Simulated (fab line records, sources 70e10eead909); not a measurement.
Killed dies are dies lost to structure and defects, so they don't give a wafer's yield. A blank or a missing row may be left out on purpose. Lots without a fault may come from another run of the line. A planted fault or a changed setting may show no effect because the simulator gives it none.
Which tool did it? | flow nand_harc | 11 lots, 33 wafers sampled, at 4 steps of a route of 1159

WHAT THE GAUGES READ, wafer by wafer
The record holds no reading of a measuring or inspecting step that can be judged against a usual standard deviation.

WHICH TOOL RAN EACH LOT (tool, then ch and the chambers of the sampled wafers, then the start)
lot  | NHARC_A_CONTACT_DESCUM_47          | NHARC_A_CONTACT_ETCH_48            | NHARC_A_CONTACT_ETCH_49            | NHARC_A_CONTACT_ETCH_119
L666 | rie_diel-02 ch 0,1,3, day 16 06:55 | rie_diel-02 ch 1,2,3, day 16 06:59 | rie_diel-02 ch 1,2,3, day 16 07:05 | har_cap_etch-02 ch 0,1, day 16 09:11
L669 | rie_diel-02 ch 1,2, day 16 10:40   | rie_diel-02 ch 0,1,2, day 16 10:45 | rie_diel-02 ch 0,1,2, day 16 10:52 | har_cap_etch-03 ch 1, day 16 12:47
L667 | rie_diel-02 ch 0,1,3, day 16 15:25 | rie_diel-02 ch 0,1,2, day 16 15:30 | rie_diel-02 ch 0,1,3, day 16 15:35 | har_cap_etch-03 ch 0,1, day 16 17:30
L668 | rie_diel-02 ch 0,1,3, day 16 17:57 | rie_diel-02 ch 0,1,3, day 16 18:03 | rie_diel-02 ch 0,1,3, day 16 18:08 | har_cap_etch-02 ch 0,1, day 16 20:31
L672 | rie_diel-02 ch 1,2,3, day 17 14:07 | rie_diel-02 ch 0,2,3, day 17 14:13 | rie_diel-02 ch 1,2,3, day 17 14:21 | har_cap_etch-02 ch 0,1, day 17 16:22
L673 | rie_diel-02 ch 2,3, day 17 22:33   | rie_diel-02 ch 0,1,3, day 17 22:39 | rie_diel-02 ch 0,3, day 17 22:43   | har_cap_etch-01 ch 0,1, day 18 00:40
L678 | rie_diel-02 ch 0,2,3, day 19 06:17 | rie_diel-02 ch 0,2,3, day 19 06:31 | rie_diel-02 ch 0,2,3, day 19 06:37 | har_cap_etch-02 ch 0,1, day 19 08:44
L685 | rie_diel-03 ch 2,3, day 20 13:15   | rie_diel-03 ch 0,1,2, day 20 13:20 | rie_diel-03 ch 0,3, day 20 13:26   | har_cap_etch-02 ch 0,1, day 20 15:25
L686 | rie_diel-03 ch 1,2,3, day 21 13:11 | rie_diel-03 ch 0,1,3, day 21 13:17 | rie_diel-03 ch 0,1,2, day 21 13:28 | har_cap_etch-01 ch 0,1, day 21 15:29
L687 | rie_diel-03 ch 0,3, day 21 22:21   | rie_diel-03 ch 0,1,2, day 21 22:31 | rie_diel-03 ch 0,2,3, day 21 22:41 | har_cap_etch-03 ch 0,1, day 22 00:33
L689 | rie_diel-03 ch 0,2,3, day 22 03:37 | rie_diel-03 ch 0,1,2, day 22 03:42 | rie_diel-03 ch 0,2,3, day 22 03:50 | har_cap_etch-01 ch 0,1, day 22 06:01
- NHARC_A_CONTACT_DESCUM_47: chemistry O2, time 3 s.
- NHARC_A_CONTACT_ETCH_48: etches the open film in CF4, target depth 39 nm, time 65 s.
- NHARC_A_CONTACT_ETCH_49: etches the open film in N2/H2, target depth 260 nm, time 475.3 s.
- NHARC_A_CONTACT_ETCH_119: etches the open film in C4F8/O2/Ar, time 94 s, target depth 922 nm.

WHAT THE TOOLS THEMSELVES READ (means of the sampled wafers that have a number; where no wafer has one, the mark that the record gives instead)
NHARC_A_CONTACT_DESCUM_47.
lot  | tool        | chamber_pressure_mTorr (mTorr) | drypump_motor_current_A (A) | oes_product_au (a.u.) | rf_vpp_V (V) | showerhead_plenum_p_Torr (Torr) | throttle_valve_pct (%)
L666 | rie_diel-02 | 60.00                          | 5.3                         | 0.999                 | 57.7         | 1.90                            | 11.315
L669 | rie_diel-02 | 59.97                          | 5.3                         | 1.004                 | 57.9         | 1.88                            | 11.316
L667 | rie_diel-02 | 59.95                          | 5.2                         | 1.004                 | 58.3         | 1.90                            | 11.307
L668 | rie_diel-02 | 60.00                          | 5.2                         | 0.997                 | 56.8         | 1.90                            | 11.312
L672 | rie_diel-02 | 60.01                          | 5.5                         | 0.995                 | 57.9         | 1.87                            | 11.304
L673 | rie_diel-02 | 59.99                          | 5.5                         | 1.012                 | 58.0         | 1.87                            | 11.306
L678 | rie_diel-02 | 59.99                          | 5.2                         | 0.997                 | 57.6         | 1.89                            | 11.308
L685 | rie_diel-03 | 59.98                          | 6.4                         | 1.013                 | 57.6         | 1.91                            | 11.318
L686 | rie_diel-03 | 59.97                          | 5.8                         | 0.997                 | 57.8         | 1.94                            | 11.304
L687 | rie_diel-03 | 60.01                          | 6.4                         | 1.002                 | 57.4         | 1.90                            | 11.310
L689 | rie_diel-03 | 60.03                          | 6.0                         | 1.003                 | 57.6         | 1.94                            | 11.308

NHARC_A_CONTACT_ETCH_48.
lot  | tool        | chamber_pressure_mTorr (mTorr) | drypump_motor_current_A (A) | oes_product_au (a.u.) | rf_vpp_V (V) | run_length_s (s) | showerhead_plenum_p_Torr (Torr) | throttle_valve_pct (%)
L666 | rie_diel-02 | 50.02                          | 5.5                         | 1.000                 | 150.5        | 86.2             | 1.73                            | 13.277
L669 | rie_diel-02 | 50.00                          | 5.1                         | 1.007                 | 150.1        | 86.0             | 1.77                            | 13.283
L667 | rie_diel-02 | 49.97                          | 5.1                         | 0.998                 | 150.9        | 86.1             | 1.77                            | 13.286
L668 | rie_diel-02 | 49.97                          | 5.2                         | 1.000                 | 150.9        | 85.9             | 1.76                            | 13.288
L672 | rie_diel-02 | 50.01                          | 5.3                         | 0.998                 | 152.0        | 86.0             | 1.75                            | 13.283
L673 | rie_diel-02 | 49.98                          | 5.3                         | 1.000                 | 152.4        | 85.9             | 1.75                            | 13.285
L678 | rie_diel-02 | 49.98                          | 5.2                         | 1.001                 | 151.2        | 86.1             | 1.75                            | 13.281
L685 | rie_diel-03 | 49.96                          | 5.4                         | 0.996                 | 152.2        | 86.4             | 1.82                            | 13.291
L686 | rie_diel-03 | 50.00                          | 5.8                         | 1.012                 | 151.5        | 86.6             | 1.78                            | 13.289
L687 | rie_diel-03 | 49.98                          | 5.4                         | 1.001                 | 151.6        | 86.6             | 1.82                            | 13.280
L689 | rie_diel-03 | 50.00                          | 5.4                         | 0.995                 | 152.1        | 86.8             | 1.82                            | 13.276

NHARC_A_CONTACT_ETCH_49.
lot  | tool        | chamber_pressure_mTorr (mTorr) | drypump_motor_current_A (A) | oes_product_au (a.u.) | rf_vpp_V (V) | run_length_s (s) | showerhead_plenum_p_Torr (Torr) | throttle_valve_pct (%)
L666 | rie_diel-02 | 30.005                         | 5.4                         | 1.006                 | 428.9        | 496.4            | 2.00                            | 14.175
L669 | rie_diel-02 | 30.028                         | 5.1                         | 1.002                 | 430.6        | 496.3            | 2.04                            | 14.172
L667 | rie_diel-02 | 30.011                         | 5.3                         | 1.000                 | 430.5        | 496.2            | 2.03                            | 14.171
L668 | rie_diel-02 | 29.998                         | 5.2                         | 1.000                 | 429.9        | 496.2            | 2.03                            | 14.168
L672 | rie_diel-02 | 29.988                         | 5.5                         | 1.008                 | 429.7        | 496.4            | 1.99                            | 14.169
L673 | rie_diel-02 | 30.007                         | 5.4                         | 0.998                 | 429.0        | 496.2            | 2.01                            | 14.169
L678 | rie_diel-02 | 29.993                         | 5.3                         | 1.005                 | 430.5        | 470.5            | 2.02                            | 14.175
L685 | rie_diel-03 | 29.955                         | 6.0                         | 1.005                 | 431.8        | 497.2            | 2.07                            | 14.169
L686 | rie_diel-03 | 29.993                         | 5.4                         | 0.994                 | 432.5        | 496.6            | 2.10                            | 14.168
L687 | rie_diel-03 | 30.004                         | 6.0                         | 1.003                 | 430.9        | 497.1            | 2.07                            | 14.169
L689 | rie_diel-03 | 29.968                         | 6.0                         | 1.007                 | 431.4        | 497.0            | 2.07                            | 14.181

NHARC_A_CONTACT_ETCH_119.
lot  | tool            | chamber_pressure_mTorr (mTorr)
L666 | har_cap_etch-02 | 20.001
L669 | har_cap_etch-03 | 19.994
L667 | har_cap_etch-03 | 20.009
L668 | har_cap_etch-02 | 19.990
L672 | har_cap_etch-02 | 19.986
L673 | har_cap_etch-01 | 20.008
L678 | har_cap_etch-02 | 19.989
L685 | har_cap_etch-02 | 20.019
L686 | har_cap_etch-01 | 20.030
L687 | har_cap_etch-03 | 20.010
L689 | har_cap_etch-01 | 19.987

THE ANSWER, worked out from the rows above alone
Rule: what is usual is taken from the lots themselves. Put in order of their means at a reading, lots are off if they are a third of the lots or fewer, leave a main group of 4 or more, and stand apart from it by a gap of 3 or more times the standard deviation of the main group's means; of several such gaps the widest counts. A main group whose means are all the same, to the digits that the tables above print for the reading, isn't used. A lot without any number at a reading at which 4 lots or more have one is off too. The other lots that the step has rows for count as sound. The gauges are gone through in route order, then the tools' own readings, and for those a lot's mean is taken as printed above. The first step at which some lot is off is used, and at that step the reading that is off furthest; a lot without a number counts as furthest.
Off: L678, at NHARC_A_CONTACT_ETCH_49 (run_length_s). The main group: mean 496.6 s, standard deviation 0.37.
A tool fits if, at that step or a process step before it, it ran every lot that is off, and no sound lot after the first of them. One fits: rie_diel-02 at NHARC_A_CONTACT_DESCUM_47 and NHARC_A_CONTACT_ETCH_48 and NHARC_A_CONTACT_ETCH_49. At NHARC_A_CONTACT_DESCUM_47 its last sound lot is L673 (day 17 22:33), its first lot that is off L678 (day 19 06:17): a fault that began between those two fits.

WHAT THE SIMULATOR HAD PUT IN
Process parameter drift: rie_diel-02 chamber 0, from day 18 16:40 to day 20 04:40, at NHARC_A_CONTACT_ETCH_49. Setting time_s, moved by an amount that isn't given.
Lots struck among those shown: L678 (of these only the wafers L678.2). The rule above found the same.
